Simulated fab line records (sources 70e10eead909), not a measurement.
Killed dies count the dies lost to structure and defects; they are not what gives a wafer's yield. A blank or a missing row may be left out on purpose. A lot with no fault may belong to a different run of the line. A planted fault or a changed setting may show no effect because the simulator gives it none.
fab line records -- flow nand-harc -- part 1 of 2: steps 1 to 23 of 34
record lots=5, wafers=15, last-day=30
route steps=1302 shown A_SLIT@942 A_SIN_REMOVE@947 A_WL_FILL@952
lots that met no fault: taken from a fault-free run of the same line
start-h: hours from the record's first day to the start of the lot's first wafer shown -- wait-h: hours elapsed since this lot's preceding step -- " the same as in the row above -- L1.1+2: a row that stands for several wafers -- - either no value or no given start -- * or withheld: withheld -- < > ~ a bound
route shown NAME@n: NAME is a module with steps in the file, n the number in the route of the first one -- usual: mean and standard deviation over wafers with no fault -- same: alike in all rows -- chamber/n: place in a boat -- sites: readings site by site -- _std_site: standard deviation across them -- _edge_site: mean of outer sites minus mean of inner sites -- radius-mm: how far each site lies from the wafer's centre -- mask NAME#n: copy n -- behind: tool/chamber where the wafer was last shaped -- hold: why the lot was held/for how many hours/how that ended -- device: transistor that didn't switch, given as n, p or np -- end of line: tests run on the same wafers once the route is complete -- where a step has no rows: the recipe by itself -- killed: count of dies lost to structure and defects at first sort (not the wafer's yield) -- map: a wafer's dies, marking killed ones x, the rest . and places with no die _
set.NAME: the setting the step ran with; set.NAME@STEP: the setting that earlier step ran with -- model.NAME: the simulator's own value behind a step, which no gauge read
a table for each step, a row for each wafer; lots at some steps of the route
services: from which hour (start-h, from the record's first day; less than 0 if before it) a tool's chamber was out of use, for how many hours, and why
## steps
# step NHARC_A_SLIT_ETCH_29
# recipe target-depth-a=1000, overetch-a=100, time-s=55, ion-energy-ev=100, cf4-flow-sccm=80, o2-flow-sccm=20, ar-flow-sccm=0, rf-w=300, bias-w=100, chemistry=CF4/O2
# usual cf4-flow-sccm=80.00/0.27, drypump-motor-current-A=5.6/0.33, oes_o_777_au=1.000/0.0048, oes-product-au=1.002/0.012, rf-vpp-V=197.9/1.5, showerhead-plenum-p-Torr=1.34/0.051, throttle-valve-pct=13.399/0.0081
# same time-s=55
lot.wafer,tool,chamber,start-h,wait-h,cf4-flow-sccm,drypump-motor-current-A,oes_o_777_au,oes-product-au,rf-hours-counter-h,rf-vpp-V,showerhead-plenum-p-Torr,throttle-valve-pct
L077.3,rie-diel-04,1,474.71,0.1,79.97,5.9,1.000,0.995,5.8,197.3,1.32,13.397
L077.4,rie-diel-04,3,474.71,0.1,79.98,6.2,0.997,0.999,5.4,197.0,1.31,13.395
L077.5,rie-diel-04,1,474.71,0.1,80.17,6.0,1.000,0.994,-,196.8,1.32,13.400
L080.4,rie-diel-08,0,497.88,0.1,80.45,5.1,1.001,0.992,5.7,195.9,1.30,13.408
L080.5,rie-diel-08,2,497.88,0.1,79.85,5.4,1.000,1.013,-,200.2,1.43,13.407
L080.6,rie-diel-08,3,497.88,0.1,80.04,5.8,1.003,1.001,-,198.6,1.36,13.395
L082.3,rie-diel-08,1,541.51,0.1,79.82,5.5,1.001,1.004,10.2,196.3,1.27,13.395
L082.4,rie-diel-08,2,541.51,0.1,80.25,5.4,1.006,0.994,10.0,200.3,1.43,13.395
L082.6,rie-diel-08,1,541.51,0.1,80.24,5.5,0.999,1.007,-,197.0,1.27,13.419
L084.1,rie-diel-08,3,566.20,0.1,80.00,5.8,0.995,0.994,0.9,198.5,1.36,13.388
L084.2,rie-diel-08,0,566.20,0.1,79.57,5.1,0.991,1.000,0.9,197.2,1.29,13.394
L084.3,rie-diel-08,1,566.20,0.1,79.79,5.5,0.998,1.018,0.7,195.8,1.27,13.395
L091.2,rie-diel-06,1,620.13,0.1,79.65,6.0,0.999,1.001,6.1,198.5,1.38,13.386
L091.6,rie-diel-06,1,620.13,0.1,79.94,6.0,1.003,0.997,-,200.3,1.38,13.391
L091.5,rie-diel-06,2,620.13,0.1,80.02,5.7,1.004,0.999,-,195.5,1.30,13.395
# step NHARC_A_SLIT_STRIP_18
# recipe o2-flow-sccm=500, ar-flow-sccm=0, bias-w=0, chemistry=O2
# usual drypump-motor-current-A=5.6/0.33, oes-product-au=1.002/0.012, rf-vpp-V=57.9/0.85, showerhead-plenum-p-Torr=3.52/0.12, throttle-valve-pct=17.037/0.0097
lot.wafer,tool,chamber,start-h,wait-h,drypump-motor-current-A,oes-product-au,rf-hours-counter-h,rf-vpp-V,showerhead-plenum-p-Torr,throttle-valve-pct
L077.4,rie-diel-04,0,-,-,5.7,0.983,6.3,58.5,3.37,17.039
L077.3,rie-diel-04,3,-,-,6.2,0.989,5.4,57.6,3.48,17.035
L077.5,rie-diel-04,0,-,-,5.7,0.973,-,57.5,3.37,17.055
L080.4,rie-diel-08,3,-,-,5.8,0.998,6.5,57.1,3.60,17.048
L080.6,rie-diel-08,3,-,-,5.8,0.999,-,58.5,3.60,17.048
L080.5,rie-diel-08,0,-,-,5.1,0.986,-,56.8,3.43,17.024
L082.3,rie-diel-08,0,-,-,5.1,0.989,9.6,56.6,3.43,17.035
L082.4,rie-diel-08,1,-,-,5.5,1.006,10.2,58.3,3.37,17.020
L082.6,rie-diel-08,2,-,-,5.5,1.008,-,58.5,3.77,17.033
L084.1,rie-diel-08,2,-,-,5.5,1.022,0.7,59.4,3.77,17.036
L084.2,rie-diel-08,3,-,-,5.8,0.995,0.9,56.9,3.60,17.026
L084.3,rie-diel-08,0,-,-,5.1,0.997,0.9,57.8,3.43,17.038
L091.2,rie-diel-06,2,-,-,5.8,1.013,3.9,56.5,3.44,17.028
L091.5,rie-diel-06,3,-,-,5.5,0.995,-,56.8,3.60,17.041
L091.6,rie-diel-06,0,-,-,5.3,0.977,-,58.4,3.53,17.046
# step NHARC_A_SLIT_PRECLEAN_19
# recipe time-s=*, temp-c=50, bath-age-min=0, chemistry=SC1
# same time-s=*
lot.wafer,tool,chamber,start-h,wait-h
L077.3+5+4,wet-bench-06,"4,5,1",475.11,-
L080.5+4+6,wet-bench-06,"7,1,2",498.32,-
L082.3+4+6,wet-bench-06,"3,5,0",541.91,-
L084.3+2+1,wet-bench-06,"0,1,4",566.60,-
L091.5+2+6,wet-bench-02,"1,3,4",620.53,-
# step NHARC_A_SLIT_SRD_20
lot.wafer,tool,chamber,start-h,wait-h
L077.3+5+4,wet-bench-06,"4,5,1",-,-
L080.5+4+6,wet-bench-06,"7,1,2",-,-
L082.3+4+6,wet-bench-06,"3,5,0",-,-
L084.3+2+1,wet-bench-06,"0,1,4",-,-
L091.5+2+6,wet-bench-02,"1,3,4",-,-
# step NHARC_A_SLIT_CD_MEAS_21
# usual cd-nm=289.5/0.79
lot.wafer,tool,chamber,start-h,wait-h,cd-nm
L077.3,cd-sem-02,-,475.26,-,290.0
L077.4,cd-sem-02,-,475.26,-,289.5
L077.5,cd-sem-02,-,475.26,-,289.7
L080.4,cd-sem-03,-,498.46,-,290.2
L080.5,cd-sem-03,-,498.46,-,289.9
L080.6,cd-sem-03,-,498.46,-,290.2
L082.3,cd-sem-01,-,542.05,-,290.1
L082.4,cd-sem-01,-,542.05,-,290.3
L082.6,cd-sem-01,-,542.05,-,289.6
L084.1,cd-sem-01,-,566.73,-,291.5
L084.2,cd-sem-01,-,566.73,-,290.6
L084.3,cd-sem-01,-,566.73,-,289.6
L091.2,cd-sem-03,-,620.67,-,288.4
L091.5,cd-sem-03,-,620.67,-,289.3
L091.6,cd-sem-03,-,620.67,-,288.6
# step NHARC_A_SIN_REMOVE_WET_00
# recipe temp-c=160, time-s=15300, chemistry=H3PO4
# same time-s=15300
lot.wafer,tool,chamber,start-h,wait-h
L077.3+4+5,wet-h3po4-01,0,476.41,1.1
L080.4+5+6,wet-h3po4-02,0,500.12,1.7
L082.3+4+6,wet-h3po4-02,0,543.72,1.7
L084.1+2+3,wet-h3po4-02,0,568.40,1.7
L091.2+5+6,wet-h3po4-01,0,622.34,1.7
# step NHARC_A_SIN_REMOVE_PRECLEAN_01
# recipe time-s=*, temp-c=50, bath-age-min=0, chemistry=SC1
# same time-s=*
lot.wafer,tool,chamber,start-h,wait-h
L077.5+4+3,wet-bench-01,"4,6,7",481.21,0.1
L080.4+5+6,wet-bench-01,"4,5,6",504.91,0.0
L082.6+3+4,wet-bench-09,"7,1,4",548.51,0.0
L084.2+1+3,wet-bench-01,"7,1,2",573.15,0.0
L091.5+2+6,wet-bench-07,"4,6,0",627.09,0.0
# step NHARC_A_SIN_REMOVE_SRD_02
lot.wafer,tool,chamber,start-h,wait-h
L077.5+4+3,wet-bench-01,"4,6,7",481.25,0.0
L080.4+5+6,wet-bench-01,"4,5,6",504.97,0.0
L082.6+3+4,wet-bench-09,"7,1,4",-,-
L084.2+1+3,wet-bench-01,"7,1,2",-,-
L091.5+2+6,wet-bench-07,"4,6,0",-,-
# step NHARC_A_SIN_REMOVE_INSPECT_04
# usual raw-defect-count=380/89
lot.wafer,tool,chamber,start-h,wait-h,raw-defect-count
L077.3,defect-inspect-02,-,481.42,0.0,280
L077.4,defect-inspect-02,-,481.42,0.0,272
L077.5,defect-inspect-02,-,481.42,0.0,327
L080.4,defect-inspect-01,-,505.12,0.0,279
L080.5,defect-inspect-01,-,505.12,0.0,317
L080.6,defect-inspect-01,-,505.12,0.0,351
L082.3,defect-inspect-02,-,548.69,0.0,465
L082.4,defect-inspect-02,-,548.69,0.0,384
L082.6,defect-inspect-02,-,548.69,0.0,360
L084.1,defect-inspect-01,-,573.32,0.0,498
L084.2,defect-inspect-01,-,573.32,0.0,423
L084.3,defect-inspect-01,-,573.32,0.0,428
L091.2,defect-inspect-01,-,627.27,0.0,412
L091.5,defect-inspect-01,-,627.27,0.0,319
L091.6,defect-inspect-01,-,627.27,0.0,268
# step NHARC_A_WL_FILL_ALD_00
# recipe target-thk-a=30, pulse-time-s=3, ald-cycles=30, temp-c=300, material=Al2O3
# usual heater-power-w=467/48, precursor-pulse-height-rel=1.003/0.02
lot.wafer,tool,chamber,start-h,wait-h,heater-power-w,precursor-pulse-height-rel
L077.3,ald-hk-02,1,481.48,0.1,437,0.990
L077.4,ald-hk-02,0,481.48,0.1,540,1.011
L077.5,ald-hk-02,2,481.48,0.1,413,1.026
L080.4,ald-hk-01,3,506.06,0.9,418,0.942
L080.5,ald-hk-01,1,506.06,0.9,409,0.986
L080.6,ald-hk-01,2,506.06,0.9,416,1.014
L082.3,ald-hk-02,3,548.75,0.1,508,0.991
L082.4,ald-hk-02,1,548.75,0.1,439,0.999
L082.6,ald-hk-02,3,548.75,0.1,513,0.987
L084.2,ald-hk-02,0,573.39,0.1,540,1.007
L084.1,ald-hk-02,2,573.39,0.1,428,0.991
L084.3,ald-hk-02,3,573.39,0.1,519,0.988
L091.2,ald-hk-01,2,627.39,0.1,424,1.015
L091.6,ald-hk-01,0,627.39,0.1,502,1.014
L091.5,ald-hk-01,1,627.39,0.1,422,0.970
# step NHARC_A_WL_FILL_RTA_01
# recipe temp-c=1000, time-s=5
# usual lamp-power-pct=31/3.1, wafer_temp_C_max=1007.1/2.6
# same time-s=5
lot.wafer,tool,chamber,start-h,wait-h,lamp-power-pct,wafer_temp_C_max
L077.3,rtp-anneal-01,0,481.80,-,28,1005.8
L077.4,rtp-anneal-01,0,481.80,-,28,1009.0
L077.5,rtp-anneal-01,0,481.80,-,28,1007.5
L080.4,rtp-anneal-02,0,506.36,-,34,1005.9
L080.5,rtp-anneal-02,0,506.36,-,34,1006.4
L080.6,rtp-anneal-02,0,506.36,-,34,1005.0
L082.3,rtp-anneal-01,0,549.07,-,28,1007.3
L082.4,rtp-anneal-01,0,549.07,-,28,1008.7
L082.6,rtp-anneal-01,0,549.07,-,28,1007.6
L084.1,rtp-anneal-01,0,573.65,-,28,1009.3
L084.2,rtp-anneal-01,0,573.65,-,28,1012.5
L084.3,rtp-anneal-01,0,573.65,-,28,1010.2
L091.2,rtp-anneal-02,0,627.63,-,34,1003.4
L091.5,rtp-anneal-02,0,627.63,-,34,1004.7
L091.6,rtp-anneal-02,0,627.63,-,34,1003.4
# step NHARC_A_WL_FILL_ALD_02
# recipe target-thk-a=20, pulse-time-s=3, ald-cycles=100, temp-c=450, material=TiN
# usual heater-power-w=1032/100, precursor-pulse-height-rel=0.999/0.02
lot.wafer,tool,chamber,start-h,wait-h,heater-power-w,precursor-pulse-height-rel
L077.4,ald-metal-03,2,481.99,0.1,1108,0.962
L077.3,ald-metal-03,3,481.99,0.1,1020,0.988
L077.5,ald-metal-03,2,481.99,0.1,1129,1.007
L080.4,ald-metal-01,0,506.57,0.2,1005,0.975
L080.5,ald-metal-01,2,506.57,0.2,988,0.982
L080.6,ald-metal-01,3,506.57,0.2,1198,1.006
L082.4,ald-metal-02,2,549.23,0.1,1179,1.021
L082.3,ald-metal-02,1,549.23,0.1,1006,0.991
L082.6,ald-metal-02,3,549.23,0.1,879,1.018
L084.2,ald-metal-02,1,573.86,0.2,990,0.979
L084.3,ald-metal-02,3,573.86,0.2,866,0.988
L084.1,ald-metal-02,0,573.86,0.2,1114,0.974
L091.2,ald-metal-02,3,627.82,0.2,875,1.015
L091.5,ald-metal-02,3,627.82,0.2,876,0.989
L091.6,ald-metal-02,0,627.82,0.2,1137,1.008
# step NHARC_A_WL_FILL_CVD_03
# recipe target-thk-a=400, temp-c=300, pressure-torr=40, wf6-flow-sccm=40, h2-flow-sccm=1600, ar-flow-sccm=1560, time-s=279, material=W
# usual heater-power-w=485/25, mfc-wf6-sccm=39.98/0.12, throttle-valve-pct=8.0/0.32
# same time-s=279
lot.wafer,tool,chamber,start-h,wait-h,heater-power-w,mfc-wf6-sccm,throttle-valve-pct
L077.4,cvd-w-01,1,482.50,0.2,489,40.10,8.3
L077.3,cvd-w-01,0,482.50,0.2,523,39.91,7.6
L077.5,cvd-w-01,1,482.50,0.2,491,40.21,8.3
L080.4,cvd-w-01,1,507.03,0.2,491,40.04,8.1
L080.6,cvd-w-01,1,507.03,0.2,492,40.08,8.4
L080.5,cvd-w-01,0,507.03,0.2,505,39.98,7.2
L082.4,cvd-w-02,1,549.77,0.2,458,39.94,7.9
L082.3,cvd-w-02,0,549.77,0.2,483,39.81,8.1
L082.6,cvd-w-02,1,549.77,0.2,451,40.01,7.9
L084.1,cvd-w-02,0,574.29,0.1,490,40.00,8.0
L084.2,cvd-w-02,1,574.29,0.1,443,40.25,8.0
L084.3,cvd-w-02,1,574.29,0.1,459,40.10,8.4
L091.2,cvd-w-01,0,628.31,0.1,522,40.01,7.7
L091.5,cvd-w-01,1,628.31,0.1,474,40.10,8.4
L091.6,cvd-w-01,0,628.31,0.1,531,40.09,8.0
# step NHARC_A_WL_FILL_ETCHBACK_04
# recipe target-depth-a=600, time-s=120, chemistry=NF3
# usual drypump-motor-current-A=5.7/0.63, oes-product-au=0.998/0.014
# same time-s=120
lot.wafer,tool,chamber,start-h,wait-h,drypump-motor-current-A,oes-product-au,rf-hours-counter-h
L077.3,rie-metal-02,1,482.83,0.2,6.8,0.990,-
L077.4,rie-metal-02,0,482.83,0.2,5.4,1.010,-
L077.5,rie-metal-02,0,482.83,0.2,5.4,1.000,-
L080.4,rie-metal-03,0,507.36,0.3,6.4,0.994,-
L080.6,rie-metal-03,0,507.36,0.3,6.4,0.994,-
L080.5,rie-metal-03,1,507.36,0.3,5.8,0.990,-
L082.3,rie-metal-01,1,550.10,0.2,4.8,1.015,-
L082.4,rie-metal-01,0,550.10,0.2,5.6,1.017,-
L082.6,rie-metal-01,1,550.10,0.2,4.8,1.014,-
L084.2,rie-metal-01,1,574.67,0.3,4.8,1.020,3.4
L084.1,rie-metal-01,0,574.67,0.3,5.6,1.007,3.0
L084.3,rie-metal-01,1,574.67,0.3,4.7,1.018,-
L091.2,rie-metal-03,1,628.63,0.3,5.8,0.977,1.6
L091.6,rie-metal-03,1,628.63,0.3,5.8,0.975,-
L091.5,rie-metal-03,0,628.63,0.3,6.3,0.982,-
# step NHARC_A_WL_FILL_ETCHBACK_05
# recipe target-depth-a=220, time-s=60, temp-c=40, chemistry=Cl2/BCl3
# usual drypump-motor-current-A=5.7/0.63, oes-product-au=0.999/0.015
# same time-s=60
lot.wafer,tool,chamber,start-h,wait-h,drypump-motor-current-A,oes-product-au,rf-hours-counter-h
L077.4,rie-metal-02,1,483.03,0.1,6.8,0.984,-
L077.3,rie-metal-02,0,483.03,0.1,5.4,1.009,-
L077.5,rie-metal-02,0,483.03,0.1,5.4,1.017,-
L080.4,rie-metal-03,0,507.56,0.2,6.3,0.999,-
L080.6,rie-metal-03,0,507.56,0.2,6.3,1.006,-
L080.5,rie-metal-03,1,507.56,0.2,5.8,1.003,-
L082.4,rie-metal-01,0,550.30,0.1,5.6,1.012,-
L082.3,rie-metal-01,1,550.30,0.1,4.8,1.012,-
L082.6,rie-metal-01,1,550.30,0.1,4.8,1.015,-
L084.1,rie-metal-01,1,574.91,0.2,4.8,1.012,3.5
L084.2,rie-metal-01,0,574.91,0.2,5.6,1.012,3.1
L084.3,rie-metal-01,0,574.91,0.2,5.6,1.014,-
L091.2,rie-metal-03,1,628.87,0.2,5.8,0.972,1.7
L091.6,rie-metal-03,1,628.87,0.2,5.8,0.973,-
L091.5,rie-metal-03,0,628.87,0.2,6.4,0.988,-
# step NHARC_A_WL_FILL_STRIP_27
# recipe power-w=1500, temp-c=250, time-s=20, chemistry=N2/H2
# usual drypump-motor-current-A=5.4/0.46, heater-power-w=345/29
# same time-s=20
lot.wafer,tool,chamber,start-h,wait-h,drypump-motor-current-A,heater-power-w,rf-hours-counter-h
L077.3,plasma-asher-01,1,483.19,0.1,5.9,340,-
L077.4,plasma-asher-01,0,483.19,0.1,4.9,344,-
L077.5,plasma-asher-01,0,483.19,0.1,4.9,345,-
L080.4,plasma-asher-01,0,507.74,0.2,4.8,355,-
L080.6,plasma-asher-01,1,507.74,0.2,5.9,350,-
L080.5,plasma-asher-01,0,507.74,0.2,4.8,353,-
L082.4,plasma-asher-02,1,550.47,0.2,5.8,386,-
L082.3,plasma-asher-02,0,550.47,0.2,5.1,312,-
L082.6,plasma-asher-02,0,550.47,0.2,5.0,316,-
L084.2,plasma-asher-01,1,575.05,0.1,5.9,348,8
L084.1,plasma-asher-01,0,575.05,0.1,4.8,321,8
L084.3,plasma-asher-01,0,575.05,0.1,4.8,334,-
L091.2,plasma-asher-01,0,629.01,0.1,4.9,336,18
L091.5,plasma-asher-01,0,629.01,0.1,4.9,332,-
L091.6,plasma-asher-01,1,629.01,0.1,5.9,346,-
# step NHARC_A_WL_FILL_STRIP_28
# recipe time-s=1200, temp-c=72.5, chemistry=post-etch-residue-remover
# same time-s=1200
lot.wafer,tool,chamber,start-h,wait-h
L077.4+5+3,wet-bench-05,"6,7,1",483.32,0.1
L080.6+4+5,wet-bench-05,"3,4,6",507.84,0.1
L082.6+3+4,wet-bench-05,"0,3,4",550.60,0.0
L084.3+2+1,wet-bench-03,"0,1,4",575.22,0.1
L091.6+2+5,wet-bench-02,"3,6,0",629.18,0.0
# step NHARC_A_WL_FILL_PRECLEAN_06
# recipe time-s=300, chemistry=DIW
# same time-s=300
lot.wafer,tool,chamber,start-h,wait-h
L077.4+5+3,wet-bench-05,"6,7,1",-,-
L080.6+4+5,wet-bench-05,"3,4,6",-,-
L082.6+3+4,wet-bench-05,"0,3,4",-,-
L084.3+2+1,wet-bench-03,"0,1,4",-,-
L091.6+2+5,wet-bench-02,"3,6,0",-,-
# step NHARC_A_WL_FILL_SRD_07
lot.wafer,tool,chamber,start-h,wait-h
L077.4+5+3,wet-bench-05,"6,7,1",-,-
L080.6+4+5,wet-bench-05,"3,4,6",-,-
L082.6+3+4,wet-bench-05,"0,3,4",-,-
L084.3+2+1,wet-bench-03,"0,1,4",-,-
L091.6+2+5,wet-bench-02,"3,6,0",-,-
# step NHARC_A_WL_FILL_ANNEAL_08
# recipe temp-c=450, time-s=1800
# usual tube-center-temp-C=450/0.042, zone-power-top-pct=12.2/0.79
# same time-s=1800
lot.wafer,tool,chamber,start-h,wait-h,tube-center-temp-C,zone-power-top-pct
L077.3,furnace-05,0,487.05,-,450.02,12.3
L077.4,furnace-05,0,487.05,-,449.98,12.3
L077.5,furnace-05,0,487.05,-,449.99,12.5
L080.4,furnace-05,0,511.56,-,450.02,12.4
L080.5,furnace-05,0,511.56,-,449.94,12.2
L080.6,furnace-05,0,511.56,-,450.02,12.3
L082.3,furnace-05,0,554.31,-,450.01,12.4
L082.4,furnace-05,0,554.31,-,450.05,12.3
L082.6,furnace-05,0,554.31,-,449.95,12.6
L084.1,furnace-08,0,578.82,-,449.99,10.7
L084.2,furnace-08,0,578.82,-,450.08,10.7
L084.3,furnace-08,0,578.82,-,449.98,10.5
L091.2,furnace-05,0,631.32,-,449.97,12.2
L091.5,furnace-05,0,631.32,-,450.03,12.4
L091.6,furnace-05,0,631.32,-,449.99,12.3
# step NHARC_A_WL_FILL_ALD_10
# recipe target-thk-a=500, pulse-time-s=10, ald-cycles=500, temp-c=300, material=SiO2
# usual heater-power-w=464/46, precursor-pulse-height-rel=1.000/0.021
lot.wafer,tool,chamber,start-h,wait-h,heater-power-w,precursor-pulse-height-rel
L077.4,ald-hk-04,1,488.55,0.1,455,0.983
L077.3,ald-hk-04,0,490.07,1.6,538,0.993
L077.5,ald-hk-04,1,490.07,1.6,463,1.006
L080.4,ald-hk-01,3,514.10,1.1,421,1.004
L080.5,ald-hk-01,1,515.16,2.2,425,1.021
L080.6,ald-hk-01,2,515.16,2.2,421,1.026
L082.3,ald-hk-04,0,555.82,0.1,535,1.028
L082.4,ald-hk-04,2,556.83,1.1,415,1.011
L082.6,ald-hk-04,1,558.35,2.6,477,0.989
L084.1,ald-hk-02,3,580.30,0.1,508,0.990
L084.2,ald-hk-02,1,581.36,1.1,435,0.963
L084.3,ald-hk-02,2,581.36,1.1,420,1.031
L091.2,ald-hk-04,1,634.89,2.1,451,1.033
L091.5,ald-hk-04,2,634.89,2.1,420,1.012
L091.6,ald-hk-04,3,634.89,2.1,511,1.015
# step NHARC_A_WL_FILL_ETCHBACK_16
# recipe target-depth-a=1200, time-s=24, c4f8-flow-sccm=withheld, o2-flow-sccm=8, ar-flow-sccm=withheld, rf-w=600, bias-w=800, chemistry=C4F8/O2/Ar
# usual oes-product-au=0.99/0.031, rf-vpp-V=723/5
# same time-s=24
lot.wafer,tool,chamber,start-h,wait-h,oes-product-au,rf-hours-counter-h,rf-vpp-V
L077.3,rie-diel-07,2,-,-,1.00,0.6,728
L077.4,rie-diel-07,3,-,-,1.02,0.4,729
L077.5,rie-diel-07,3,-,-,1.03,-,729
L080.4,rie-diel-07,3,-,-,1.03,2.2,727
L080.6,rie-diel-07,2,-,-,1.00,-,730
L080.5,rie-diel-07,3,-,-,1.02,-,729
L082.3,rie-diel-07,0,-,-,1.00,5.4,716
L082.4,rie-diel-07,1,-,-,0.97,4.3,717
L082.6,rie-diel-07,2,-,-,1.00,-,728
L084.2,rie-diel-13,1,-,-,1.01,1.5,719
L084.3,rie-diel-13,3,-,-,0.92,1.1,716
L084.1,rie-diel-13,0,-,-,1.02,1.6,722
L091.2,rie-diel-13,3,-,-,1.00,2.5,716
L091.6,rie-diel-13,1,-,-,1.00,-,720
L091.5,rie-diel-13,2,-,-,1.02,-,722
# step NHARC_A_WL_FILL_STRIP_29
# recipe time-s=20, o2-flow-sccm=500, ar-flow-sccm=0, bias-w=0, chemistry=O2
# usual drypump-motor-current-A=6.0/0.49, oes-product-au=1.009/0.014, rf-vpp-V=57.8/0.93, showerhead-plenum-p-Torr=3.52/0.17, throttle-valve-pct=17.036/0.0083
# same time-s=20
lot.wafer,tool,chamber,start-h,wait-h,drypump-motor-current-A,oes-product-au,rf-hours-counter-h,rf-vpp-V,showerhead-plenum-p-Torr,throttle-valve-pct
L077.3,rie-diel-07,2,493.23,0.1,6.2,0.993,0.6,58.8,3.74,17.041
L077.4,rie-diel-07,0,493.23,0.1,6.0,1.009,0.3,57.2,3.29,17.043
L077.5,rie-diel-07,2,493.23,0.1,6.2,0.995,-,58.3,3.74,17.036
L080.4,rie-diel-07,1,517.87,0.1,4.8,0.975,1.3,57.4,3.33,17.026
L080.5,rie-diel-07,0,517.87,0.1,6.0,1.003,-,57.2,3.29,17.037
L080.6,rie-diel-07,1,517.87,0.1,4.8,0.980,-,59.5,3.33,17.023
L082.3,rie-diel-07,3,560.51,0.1,6.2,1.040,4.8,57.6,3.72,17.036
L082.4,rie-diel-07,1,560.51,0.1,4.8,0.982,4.3,57.4,3.33,17.031
L082.6,rie-diel-07,3,560.51,0.1,6.2,1.038,-,57.5,3.72,17.031
L084.1,rie-diel-13,2,585.10,0.1,6.1,1.012,1.4,57.6,3.55,17.033
L084.3,rie-diel-13,0,585.10,0.1,5.8,1.022,1.6,59.4,3.51,17.040
L084.2,rie-diel-13,1,585.10,0.1,6.3,0.997,1.5,57.7,3.39,17.021
L091.2,rie-diel-13,1,638.11,0.1,6.3,1.009,2.9,57.2,3.39,17.034
L091.6,rie-diel-13,2,638.11,0.1,6.1,1.032,-,58.0,3.55,17.032
L091.5,rie-diel-13,3,638.11,0.1,6.5,1.002,-,56.2,3.31,17.045
